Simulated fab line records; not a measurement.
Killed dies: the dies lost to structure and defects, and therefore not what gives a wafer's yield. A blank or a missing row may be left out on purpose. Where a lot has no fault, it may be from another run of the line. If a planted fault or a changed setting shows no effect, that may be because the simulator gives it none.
Problem report in the 8D (eight disciplines) form, filled by code ; flow n5 finfet ; the parts of the form that need people (team, actions taken, sign-off) are left out

## 1. THE ISSUE
Wafers with no fault read 195.5 s with a standard deviation of 0.59, whereas run length s at N5_PASSIVATION_PECVD_35 reads a mean of 186.1 s on 1 wafer of 1 lot. That puts it -16 standard deviations away from the usual mean.
The step: deposits SiNx from SiH4/NH3/N2, target thk 700 nm, time 151.3 s.
Earliest sighting: wafer L206.6 on pecvd-02 at day 16 18:17. The record holds 15 wafers of 5 lots with a number at this step. The rule behind "out" and "out of limits": a value lying over 4 standard deviations away from the usual mean. All remaining wafers that have a number are taken as sound.

## 2. WHAT IT IS, AND WHAT IT ISN'T
question;is;is not
which readings at this step;run length s;showerhead plenum p Torr, throttle valve pct
which lots;L206;L196, L197, L209, L211
which wafers of those lots;L206.6;L206.2, L206.3
read on which tools;pecvd-02;pecvd-03, pecvd-04
when;from day 16 18:17;"up to then (8 sound wafers); but 6 sound wafers of L209, L211 came after"

## 3. THE SUSPECTS, EACH WITH WHAT RULES IT OUT
Counting: any tool at a process step up to the reading remains a suspect provided it ran every lot that is out. Sound lots after the first of them don't rule it out here, since some wafers of a struck lot are sound.
- rie diel-02 at N5_PASSIVATION_DESCUM_32 (chemistry O2, time 7.9 s): kept. It ran the lot that is out, L206 (day 16 16:34).
- rie metal-03 at N5_PASSIVATION_AL_ETCH_33 (etches Al in Cl2/BCl3, stops on TaN, target depth 2800 nm, time 466.7 s): kept. It ran the lot that is out, L206 (day 16 16:40).
- pecvd-02 at N5_PASSIVATION_PECVD_35 (deposits SiNx from SiH4/NH3/N2, target thk 700 nm, time 151.3 s): kept. L206, the lot that is out, went through it at day 16 18:17; up to then, the latest sound lot through it was L196 at day 13 16:53. On those wafers its own readings are out: run length s.
- At N5_PASSIVATION_AL_ETCH_33 on rie metal-03, chamber 0 took the sound wafers of the same lots and chamber 1 took the wafers that are out.
Still standing after the count: rie diel-02 at N5_PASSIVATION_DESCUM_32, rie metal-03 at N5_PASSIVATION_AL_ETCH_33, pecvd-02 at N5_PASSIVATION_PECVD_35.

## 4. THE CAUSE (what the simulator had put in)
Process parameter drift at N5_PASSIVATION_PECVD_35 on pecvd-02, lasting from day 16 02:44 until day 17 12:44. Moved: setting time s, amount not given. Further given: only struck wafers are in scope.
This tool is one of the 3 suspects left after counting.

## 5. THE CHAIN OF EFFECTS, in route order
Each row: a reading whose mean over the struck wafers that have a number lies more than 3 standard deviations from the usual. Readings are gone through only where the record gives a usual standard deviation; hours: the median, over the lots, of the time from a lot's start at the first step in this table giving one to that lot's start at this step; sigmas: the change measured in usual standard deviations.
hours;step;reading;usual;on struck wafers;change;sigmas
0;N5_PASSIVATION_PECVD_35;run length s;195.5 s;186.1;-9.4;-16
Its process steps:
- N5_PASSIVATION_PECVD_35: deposits SiNx from SiH4/NH3/N2, target thk 700 nm, time 151.3 s.
Later measuring or inspecting steps at which every struck wafer that the step has a row for has a number for every such reading, and none has moved that far: N5_PASSIVATION_CD_MEAS_44, N5_PASSIVATION_OVL_MEAS_66, N5_PASSIVATION_INSPECT_67.

## 6. HOW IT WOULD HAVE BEEN CAUGHT EARLIER
In this record no reading fell out of limits until day 16 18:17, 16 hours after the fault had begun at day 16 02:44.
